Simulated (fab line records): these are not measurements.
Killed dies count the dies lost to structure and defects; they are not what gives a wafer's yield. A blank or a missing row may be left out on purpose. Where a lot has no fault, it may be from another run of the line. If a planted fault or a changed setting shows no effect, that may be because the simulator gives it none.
fab line records + flow n5Finfet
[record]
- lots = 10
- wafers = 30
- lastDay = 17
route steps=1938 shown BEOL_M2@915 BEOL_M4@1111 PASSIVATION@1936
lots that met no fault: from a run of the same line without faults
startH: hours from the record's opening day to when the first of the lot's shown wafers began + waitH: hours from the lot's prior step to this one + " same as the row above + L1.1+2: one row covering several wafers at once + - no value present, or no start provided + * or withheld: withheld + < > ~ a bound
route shown NAME@n: a module of which the file shows steps, and the number in the route of the first + usual: the fault-free wafers' mean and standard deviation + same: alike in all rows + chamber/n: place in a boat + sites: per-site readings + _std_site: standard deviation across them + _edge_site: the outer-site mean with the inner-site mean subtracted + radiusMm: how far each site lies from the wafer's centre + mask NAME#n: copy n + behind: the tool/chamber that last shaped the wafer + hold: why the lot went on hold/how many hours it stayed there/how the hold came to an end + device: transistor that didn't switch, given as n, p or np + end of line: the route-end tests of the same wafers + for a step that has no rows: nothing shown but its recipe + killed: at the first sort, the dies lost to defects and structure; wafer yield is something else + map: per-die view of a wafer (x killed, . not killed, _ where there is no die)
set.NAME: the setting the step ran with; set.NAME@STEP: the setting that earlier step ran with + model.NAME: the simulator's own value behind a step, which no gauge read
the route's steps for a sample of lots (tables are steps, rows are wafers)
services: a tool's chamber out of use, with start hour (startH, from the record's first day; less than 0 if before it), hours out, and reason
[[steps]]
[step N5_BEOL_M2_ANNEAL_91]
[recipe]
- tempC = 400
- timeS = 240
- ambient = vacuum
[usual]
- heaterPowerW = 911/130
| lot.wafer | tool          | chamber | startH | waitH | heaterPowerW |
|-----------|---------------|---------|--------|-------|--------------|
| L362.1    | pvdSputter-03 | -       | 138.86 | 0.0   | 787          |
| L362.3    | "             | -       | "      | "     | 682          |
| L362.6    | "             | -       | "      | "     | 681          |
| L367.2    | pvdSputter-02 | -       | 177.10 | 0.0   | 791          |
| L367.4    | "             | -       | "      | "     | 1129         |
| L367.6    | "             | -       | "      | "     | 756          |
| L375.1    | pvdSputter-03 | -       | 223.08 | 0.0   | 809          |
| L375.5    | "             | -       | "      | "     | 777          |
| L375.6    | "             | -       | "      | "     | 959          |
| L376.2    | pvdSputter-02 | -       | 226.35 | 0.0   | 785          |
| L376.3    | "             | -       | "      | "     | 891          |
| L376.5    | "             | -       | "      | "     | 1133         |
| L378.1    | pvdSputter-03 | -       | 236.67 | 0.0   | 763          |
| L378.3    | "             | -       | "      | "     | 681          |
| L378.4    | "             | -       | "      | "     | 966          |
| L379.1    | pvdSputter-02 | -       | 237.34 | 0.0   | 926          |
| L379.2    | "             | -       | "      | "     | 753          |
| L379.6    | "             | -       | "      | "     | 787          |
| L380.1    | pvdSputter-03 | -       | 249.58 | 0.0   | 945          |
| L380.2    | "             | -       | "      | "     | 780          |
| L380.4    | "             | -       | "      | "     | 683          |
| L381.2    | pvdSputter-02 | -       | 253.62 | 0.0   | 894          |
| L381.5    | "             | -       | "      | "     | 917          |
| L381.6    | "             | -       | "      | "     | 895          |
| L383.1    | pvdSputter-01 | -       | 265.15 | 0.0   | 1019         |
| L383.2    | "             | -       | "      | "     | 904          |
| L383.6    | "             | -       | "      | "     | 1078         |
| L385.1    | pvdSputter-02 | -       | 280.15 | 0.0   | 916          |
| L385.2    | "             | -       | "      | "     | 904          |
| L385.5    | "             | -       | "      | "     | 1171         |
[step N5_BEOL_M2_SPUTTER_92]
[recipe]
- material = Cu
- targetThkA = 45
- tempC = -20
- chamberPressurePa = 0.07
- powerW = withheld
- timeS = 8.29
[usual]
- chamberPressurePa = 0.07001/0.00012
- chuckGasFlowSccm = 1.27/0.049
- throttleValvePct = 30.2/1.1
| lot.wafer | tool          | chamber | startH | waitH | chamberPressurePa | chuckGasFlowSccm | throttleValvePct |
|-----------|---------------|---------|--------|-------|-------------------|------------------|------------------|
| L362.1    | pvdSputter-03 | -       | 139.00 | 0.1   | 0.07011           | 1.21             | 28.2             |
| L362.3    | "             | -       | "      | "     | 0.06986           | 1.33             | 30.2             |
| L362.6    | "             | -       | "      | "     | 0.06989           | 1.38             | 30.3             |
| L367.2    | pvdSputter-02 | -       | 177.24 | 0.1   | 0.07017           | 1.23             | 30.2             |
| L367.4    | "             | -       | "      | "     | 0.07006           | 1.22             | 29.0             |
| L367.6    | "             | -       | "      | "     | 0.0698            | 1.23             | 30.2             |
| L375.1    | pvdSputter-03 | -       | 223.22 | 0.1   | 0.07015           | 1.33             | 28.4             |
| L375.5    | "             | -       | "      | "     | 0.06996           | 1.29             | 28.5             |
| L375.6    | "             | -       | "      | "     | 0.0699            | 1.28             | 29.1             |
| L376.2    | pvdSputter-02 | -       | 226.49 | 0.1   | 0.07012           | 1.25             | 30.2             |
| L376.3    | "             | -       | "      | "     | 0.07005           | 1.21             | 30.0             |
| L376.5    | "             | -       | "      | "     | 0.07014           | 1.23             | 29.1             |
| L378.1    | pvdSputter-03 | -       | 236.81 | 0.1   | 0.06999           | 1.22             | 28.5             |
| L378.3    | "             | -       | "      | "     | 0.07026           | 1.32             | 30.2             |
| L378.4    | "             | -       | "      | "     | 0.06995           | 1.27             | 31.8             |
| L379.1    | pvdSputter-02 | -       | 237.48 | 0.1   | 0.07007           | 1.34             | 31.5             |
| L379.2    | "             | -       | "      | "     | 0.0699            | 1.20             | 30.3             |
| L379.6    | "             | -       | "      | "     | 0.07017           | 1.21             | 30.3             |
| L380.1    | pvdSputter-03 | -       | 249.72 | 0.1   | 0.07013           | 1.27             | 28.8             |
| L380.2    | "             | -       | "      | "     | 0.06996           | 1.22             | 28.3             |
| L380.4    | "             | -       | "      | "     | 0.07016           | 1.28             | 30.4             |
| L381.2    | pvdSputter-02 | -       | 253.76 | 0.1   | 0.06988           | 1.27             | 29.9             |
| L381.5    | "             | -       | "      | "     | 0.06997           | 1.30             | 31.6             |
| L381.6    | "             | -       | "      | "     | 0.06987           | 1.35             | 30.1             |
| L383.1    | pvdSputter-01 | -       | 265.29 | 0.1   | 0.07016           | 1.38             | 31.9             |
| L383.2    | "             | -       | "      | "     | 0.06988           | 1.23             | 29.6             |
| L383.6    | "             | -       | "      | "     | 0.06993           | 1.24             | 31.0             |
| L385.1    | pvdSputter-02 | -       | 280.29 | 0.1   | 0.07023           | 1.18             | 29.8             |
| L385.2    | "             | -       | "      | "     | 0.06999           | 1.22             | 31.3             |
| L385.5    | "             | -       | "      | "     | 0.07019           | 1.33             | 28.7             |
[step N5_BEOL_M2_SPUTTER_94]
[recipe]
- material = Cu
- targetThkA = 45
- tempC = -20
- chamberPressurePa = 0.07
- powerW = withheld
- timeS = 8.29
[usual]
- chamberPressurePa = 0.06998/0.00016
- chuckGasFlowSccm = 1.27/0.053
- throttleValvePct = 30.2/1.1
| lot.wafer | tool          | chamber | startH | waitH | chamberPressurePa | chuckGasFlowSccm | throttleValvePct |
|-----------|---------------|---------|--------|-------|-------------------|------------------|------------------|
| L362.1    | pvdSputter-03 | -       | 139.22 | 0.1   | 0.07008           | 1.23             | 28.5             |
| L362.3    | "             | -       | "      | "     | 0.07012           | 1.32             | 30.3             |
| L362.6    | "             | -       | "      | "     | 0.07009           | 1.33             | 30.4             |
| L367.2    | pvdSputter-02 | -       | 177.46 | 0.1   | 0.07008           | 1.18             | 30.2             |
| L367.4    | "             | -       | "      | "     | 0.07001           | 1.21             | 29.0             |
| L367.6    | "             | -       | "      | "     | 0.06987           | 1.27             | 30.6             |
| L375.1    | pvdSputter-03 | -       | 223.44 | 0.1   | -                 | -                | -                |
| L375.5    | "             | -       | "      | "     | -                 | -                | -                |
| L375.6    | "             | -       | "      | "     | -                 | -                | -                |
| L376.2    | pvdSputter-02 | -       | 226.71 | 0.1   | -                 | -                | -                |
| L376.3    | "             | -       | "      | "     | -                 | -                | -                |
| L376.5    | "             | -       | "      | "     | -                 | -                | -                |
| L378.1    | pvdSputter-03 | -       | 237.03 | 0.1   | 0.0703            | 1.31             | 28.5             |
| L378.3    | "             | -       | "      | "     | 0.06994           | 1.33             | 30.3             |
| L378.4    | "             | -       | "      | "     | 0.07015           | 1.20             | 31.5             |
| L379.1    | pvdSputter-02 | -       | 237.70 | 0.1   | 0.06968           | 1.24             | 31.7             |
| L379.2    | "             | -       | "      | "     | 0.07001           | 1.21             | 30.3             |
| L379.6    | "             | -       | "      | "     | 0.07014           | 1.31             | 30.3             |
| L380.1    | pvdSputter-03 | -       | 249.94 | 0.1   | 0.06994           | 1.23             | 29.5             |
| L380.2    | "             | -       | "      | "     | 0.06992           | 1.24             | 28.6             |
| L380.4    | "             | -       | "      | "     | 0.07021           | 1.35             | 30.3             |
| L381.2    | pvdSputter-02 | -       | 253.98 | 0.1   | 0.06977           | 1.16             | 29.9             |
| L381.5    | "             | -       | "      | "     | 0.0698            | 1.34             | 31.7             |
| L381.6    | "             | -       | "      | "     | 0.07003           | 1.25             | 29.7             |
| L383.1    | pvdSputter-01 | -       | 265.51 | 0.1   | 0.06991           | 1.29             | 31.5             |
| L383.2    | "             | -       | "      | "     | 0.07023           | 1.25             | 29.7             |
| L383.6    | "             | -       | "      | "     | 0.07019           | 1.28             | 31.0             |
| L385.1    | pvdSputter-02 | -       | 280.51 | 0.1   | 0.07014           | 1.26             | 29.9             |
| L385.2    | "             | -       | "      | "     | 0.06965           | 1.22             | 31.5             |
| L385.5    | "             | -       | "      | "     | 0.07001           | 1.21             | 29.0             |
[step N5_BEOL_M2_PRE_CLEAN_60]
[recipe]
- gas = NH3/H2
- timeS = 15
- tempC = *
- rfPowerW = 300
[usual]
- heaterPowerW = 81/8
| lot.wafer | tool     | chamber | startH | waitH | heaterPowerW |
|-----------|----------|---------|--------|-------|--------------|
| L362.1    | cvdCo-01 | 2       | 140.29 | 0.0   | 69           |
| L362.3    | "        | 0       | "      | "     | 92           |
| L362.6    | "        | 2       | "      | "     | 69           |
| L367.2    | cvdCo-02 | 1       | 178.52 | 0.0   | 74           |
| L367.4    | "        | 0       | "      | "     | 82           |
| L367.6    | "        | 2       | "      | "     | 85           |
| L375.1    | cvdCo-02 | 1       | 224.66 | 0.2   | 76           |
| L375.5    | "        | 1       | "      | "     | 75           |
| L375.6    | "        | 0       | "      | "     | 85           |
| L376.2    | cvdCo-02 | 2       | 227.75 | 0.0   | 87           |
| L376.3    | "        | 1       | "      | "     | 76           |
| L376.5    | "        | 1       | "      | "     | 73           |
| L378.1    | cvdCo-02 | 1       | 238.08 | 0.0   | 77           |
| L378.3    | "        | 2       | "      | "     | 89           |
| L378.4    | "        | 1       | "      | "     | 76           |
| L379.1    | cvdCo-02 | 0       | 238.92 | 0.0   | 85           |
| L379.2    | "        | 2       | "      | "     | 87           |
| L379.6    | "        | 0       | "      | "     | 87           |
| L380.1    | cvdCo-01 | 1       | 251.00 | 0.0   | 76           |
| L380.2    | "        | 2       | "      | "     | 69           |
| L380.4    | "        | 2       | "      | "     | 70           |
| L381.2    | cvdCo-01 | 0       | 255.02 | 0.0   | 94           |
| L381.5    | "        | 2       | "      | "     | 70           |
| L381.6    | "        | 0       | "      | "     | 93           |
| L383.1    | cvdCo-01 | 2       | 266.56 | 0.0   | 71           |
| L383.2    | "        | 1       | "      | "     | 75           |
| L383.6    | "        | 1       | "      | "     | 76           |
| L385.1    | cvdCo-02 | 2       | 281.55 | 0.0   | 87           |
| L385.2    | "        | 1       | "      | "     | 75           |
| L385.5    | "        | 2       | "      | "     | 89           |
[step N5_BEOL_M4_RC_MEAS_101]
[usual]
- DIBL_N = 35.8/1.8
- DIBL_P = 35.6/2
- IOFF_N = 0.148/0.028
- IOFF_P = 0.20/0.034
- ION_N = 672/12
- ION_P = 462/8.5
- SS_N = 71.2/0.65
- SS_P = 73.1/0.67
- VT_N = 251/3.3
- VT_P = -251/3.8
| lot.wafer | tool      | chamber | startH | waitH | DIBL_N[mV/V] | DIBL_P[mV/V] | IOFF_N[nA/um] | IOFF_P[nA/um] | ION_N[uA/um] | ION_P[uA/um] | SS_N[mV/dec] | SS_P[mV/dec] | VT_N[mV] | VT_P[mV] |
|-----------|-----------|---------|--------|-------|--------------|--------------|---------------|---------------|--------------|--------------|--------------|--------------|----------|----------|
| L362.1    | prober-02 | 0       | 159.17 | 0.0   | 34.6         | 35.2         | 0.150         | 0.16          | 674          | 449          | 71.1         | 72.6         | 252      | -258     |
| L362.3    | "         | 0       | "      | "     | 32.9         | 34.3         | 0.119         | 0.15          | 660          | 454          | 70.7         | 72.5         | 253      | -257     |
| L362.6    | "         | 0       | "      | "     | 34.0         | 36.4         | 0.145         | 0.17          | 677          | 459          | 71.5         | 73.4         | 251      | -255     |
| L367.2    | prober-01 | 0       | 196.57 | 0.2   | 37.6         | 36.9         | 0.169         | 0.20          | 693          | 465          | 71.9         | 73.8         | 245      | -252     |
| L367.4    | "         | 0       | "      | "     | 37.9         | 37.5         | 0.162         | 0.22          | 684          | 461          | 71.7         | 74.0         | 247      | -249     |
| L367.6    | "         | 0       | "      | "     | 36.8         | 35.5         | 0.147         | 0.18          | 675          | 462          | 71.4         | 72.9         | 251      | -254     |
| L376.2    | prober-01 | 0       | 244.85 | 0.2   | 34.9         | 35.3         | 0.141         | 0.21          | 672          | 466          | 71.2         | 72.7         | 251      | -248     |
| L376.3    | "         | 0       | "      | "     | 34.6         | 34.7         | 0.142         | 0.21          | 671          | 473          | 70.9         | 72.8         | 252      | -251     |
| L376.5    | "         | 0       | "      | "     | 34.2         | 35.1         | 0.134         | 0.21          | 673          | 463          | 70.0         | 72.3         | 249      | -251     |
| L375.1    | prober-02 | 0       | 247.13 | 0.0   | 39.7         | 38.6         | 0.244         | 0.31          | 677          | 467          | 73.2         | 74.3         | 245      | -242     |
| L375.5    | "         | 0       | "      | "     | 36.7         | 35.2         | 0.162         | 0.25          | 668          | 468          | 72.6         | 73.2         | 252      | -243     |
| L375.6    | "         | 0       | "      | "     | 38.2         | 37.0         | 0.192         | 0.27          | 669          | 459          | 72.4         | 74.0         | 248      | -248     |
| L378.1    | prober-01 | 0       | 262.51 | 0.0   | 37.7         | 38.3         | 0.189         | 0.22          | 685          | 463          | 71.8         | 74.0         | 249      | -252     |
| L378.3    | "         | 0       | "      | "     | 34.0         | 33.9         | 0.121         | 0.17          | 668          | 460          | 71.3         | 72.1         | 255      | -254     |
| L378.4    | "         | 0       | "      | "     | 33.2         | 32.5         | 0.106         | 0.14          | 656          | 452          | 70.4         | 72.6         | 255      | -257     |
| L379.1    | prober-02 | 0       | 264.20 | 0.0   | 38.4         | 39.2         | 0.153         | 0.18          | 669          | 448          | 71.5         | 74.0         | 255      | -254     |
| L379.2    | "         | 0       | "      | "     | 32.6         | 32.9         | 0.076         | 0.12          | 626          | 430          | 70.0         | 71.7         | 266      | -260     |
| L379.6    | "         | 0       | "      | "     | 36.1         | 37.3         | 0.117         | 0.16          | 662          | 449          | 70.3         | 73.5         | 259      | -257     |
| L380.1    | prober-01 | 0       | 267.31 | 0.0   | 38.5         | 39.8         | 0.191         | 0.25          | 679          | 463          | 72.1         | 73.7         | 248      | -248     |
| L380.2    | "         | 0       | "      | "     | 35.8         | 34.5         | 0.137         | 0.17          | 663          | 454          | 71.6         | 73.0         | 252      | -252     |
| L380.4    | "         | 0       | "      | "     | 35.6         | 36.1         | 0.146         | 0.18          | 683          | 466          | 71.5         | 73.1         | 251      | -255     |
| L381.2    | prober-02 | 0       | 273.91 | 0.2   | 36.9         | 35.4         | 0.152         | 0.17          | 679          | 453          | 70.9         | 73.3         | 251      | -255     |
| L381.5    | "         | 0       | "      | "     | 36.9         | 36.1         | 0.153         | 0.18          | 675          | 451          | 71.9         | 72.9         | 252      | -254     |
| L381.6    | "         | 0       | "      | "     | 35.5         | 35.7         | 0.140         | 0.18          | 682          | 465          | 71.0         | 73.2         | 251      | -252     |
| L383.1    | prober-01 | 0       | 290.31 | 0.0   | 38.6         | 41.2         | 0.200         | 0.27          | 678          | 464          | 72.5         | 74.2         | 245      | -247     |
| L383.2    | "         | 0       | "      | "     | 37.8         | 39.5         | 0.181         | 0.24          | 684          | 462          | 71.2         | 73.9         | 247      | -249     |
| L383.6    | "         | 0       | "      | "     | 38.0         | 39.9         | 0.183         | 0.25          | 682          | 472          | 72.0         | 74.1         | 250      | -247     |
| L385.1    | prober-02 | 0       | 310.71 | 0.0   | 34.5         | 34.1         | 0.145         | 0.19          | 673          | 471          | 70.7         | 72.4         | 249      | -249     |
| L385.2    | "         | 0       | "      | "     | 35.1         | 35.6         | 0.163         | 0.21          | 687          | 470          | 70.5         | 72.9         | 246      | -247     |
| L385.5    | "         | 0       | "      | "     | 35.3         | 35.2         | 0.164         | 0.21          | 692          | 469          | 70.9         | 72.9         | 247      | -247     |
[step N5_PASSIVATION_PROBE_49]
[usual]
- defectLimitedYield = 91.3/1.5
- killed_at_M0_to_M3 = 34/11
- killed_at_M4_up = 14/6.1
- killedAtContacts = 12/5.9
- killedAtFrontEnd = 39/11
- killedAtOther = 4/3.3
- killedDies = 102/18
- killedOpen = 67/13
- killedShort = 33/7.9
- sort_bin_5_function = 5.1/1
- sort_bin_6_memory = 3.3/0.7
- sort_bin_8_speed = 0.1/0.69
- sortNPass = 1077/19
- sortYieldPct = 91.3/1.6
[same]
- grossDies = 1180
- killedAtBackSide = 0
- sort_bin_4_leakage[%] = 0
| lot.wafer | tool      | chamber | startH | waitH | defectLimitedYield[%] | killed_at_M0_to_M3 | killed_at_M4_up | killedAtContacts | killedAtFrontEnd | killedAtOther | killedDies | killedOpen | killedShort | sort_bin_5_function[%] | sort_bin_6_memory[%] | sort_bin_8_speed[%] | sortNPass | sortYieldPct[%] |
|-----------|-----------|---------|--------|-------|-----------------------|--------------------|-----------------|------------------|------------------|---------------|------------|------------|-------------|------------------------|----------------------|---------------------|-----------|-----------------|
| L376.2    | prober-01 | -       | 343.66 | 0.1   | 89.6                  | 43                 | 17              | 20               | 34               | 9             | 123        | 85         | 32          | 5.6                    | 4.6                  | 0                   | 1057      | 89.6            |
| L376.3    | prober-01 | -       | 343.71 | 0.1   | 89.8                  | 51                 | 22              | 13               | 28               | 6             | 120        | 83         | 27          | 6.5                    | 3.5                  | 0                   | 1060      | 89.8            |
| L376.5    | prober-01 | -       | 343.81 | 0.2   | 90.3                  | 50                 | 18              | 12               | 25               | 10            | 115        | 73         | 35          | 5.4                    | 3.9                  | 0                   | 1065      | 90.3            |
| L375.1    | prober-02 | -       | 348.20 | 0.0   | 91.3                  | 26                 | 11              | 12               | 45               | 9             | 103        | 64         | 35          | 5.4                    | 3.0                  | 0                   | 1077      | 91.3            |
| L375.5    | prober-02 | -       | 348.40 | 0.2   | 93.5                  | 40                 | 7               | 5                | 20               | 5             | 77         | 46         | 27          | 4.2                    | 1.9                  | 0                   | 1103      | 93.5            |
| L375.6    | prober-02 | -       | 348.45 | 0.3   | 92.1                  | 27                 | 21              | 3                | 35               | 7             | 93         | 58         | 30          | 5.1                    | 2.8                  | 0                   | 1087      | 92.1            |
// killed by level:class
L376.2 MOL_CONTACT_COAG:geometricParticle:open=16 BEOL_M3:geometricParticle:open=14 FIN_SAQP:geometricParticle:open=9 BEOL_M0_SAQP:geometricParticle:short=8 STI_FIN_REVEAL:geometricParticle:open=7 BEOL_M4:geometricParticle:open=7 BEOL_M0_SAQP:geometricParticle:open=6 DUMMY_GATE:geometricParticle:open=4
L376.3 BEOL_M3:geometricParticle:open=18 MOL_CONTACT_COAG:geometricParticle:open=8 BEOL_M0_SAQP:geometricParticle:open=8 FIN_SAQP:geometricParticle:open=7 STI_FIN_REVEAL:geometricParticle:open=7 BEOL_M4:geometricParticle:open=7 BEOL_M2:interfaceVoidOpened=7 STARTING-WAFER:geometricParticle:short=6
L376.5 BEOL_M0_SAQP:geometricParticle:open=14 BEOL_M4:geometricParticle:open=12 BEOL_M0_SAQP:geometricParticle:short=10 MOL_CONTACT_COAG:geometricParticle:open=9 BEOL_M3:geometricParticle:open=9 FIN_SAQP:geometricParticle:short=7 BEOL_M2:geometricParticle:open=6 GATE_CUT:geometricParticle:open=5
L375.1 STI_FIN_REVEAL:geometricParticle:open=11 MOL_CONTACT_COAG:geometricParticle:open=9 FIN_SAQP:geometricParticle:short=8 BEOL_M4:geometricParticle:open=7 GATE_CUT:geometricParticle:short=6 BEOL_M0_SAQP:geometricParticle:short=6 STARTING-WAFER:geometricParticle:open=6 FIN_SAQP:geometricParticle:open=5
L375.5 BEOL_M3:geometricParticle:open=10 BEOL_M1:geometricParticle:open=7 GATE_CUT:geometricParticle:short=5 BEOL_M2:geometricParticle:open=5 MOL_CONTACT_COAG:geometricParticle:open=4 BEOL_M0_SAQP:geometricParticle:short=4 BEOL_M3:geometricParticle:short=4 BEOL_M2:interfaceVoidOpened=4
L375.6 FIN_SAQP:geometricParticle:open=7 STI_FIN_REVEAL:geometricParticle:open=7 BEOL_M0_SAQP:geometricParticle:open=6 BEOL_M1:geometricParticle:open=6 BEOL_M4:geometricParticle:short=6 BEOL_M2:geometricParticle:open=5 BEOL_M4:geometricParticle:open=5 FIN_SAQP:geometricParticle:short=4
[[services]]
| tool     | chamber | startH | hours | kind          |
|----------|---------|--------|-------|---------------|
| cvdCo-02 | 1       | 117.40 | -     | clean         |
| cvdCo-02 | 1       | 117.40 | 22.0  | scheduledDown |
| cvdCo-02 | 1       | 117.40 | 22.0  | ventCycle     |
| cvdCo-01 | 2       | 143.50 | 16.4  | repair        |
| cvdCo-01 | -       | 164.81 | 14.6  | pm            |
| cvdCo-01 | -       | 212.47 | 5.0   | repair        |
[[key]]
[firstSign]
- step = N5_BEOL_M2_SPUTTER_94
- reading = toolRecord
- direction = missing
effect none on later readings
metAt N5_BEOL_M2_SPUTTER_94
struckLots L375,L376
notActingAt N5_BEOL_M2_ANNEAL_91,N5_BEOL_M2_SPUTTER_92,N5_BEOL_M2_PRE_CLEAN_60
onsetBetween 177.46 223.44
[fault]
- kind = skippedStepWhole
- tool = pvdSputter-02,pvdSputter-03
- chamber = -
- onsetH = 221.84
- steps = N5_BEOL_M2_SPUTTER_94
- scope = struckLotsOnly
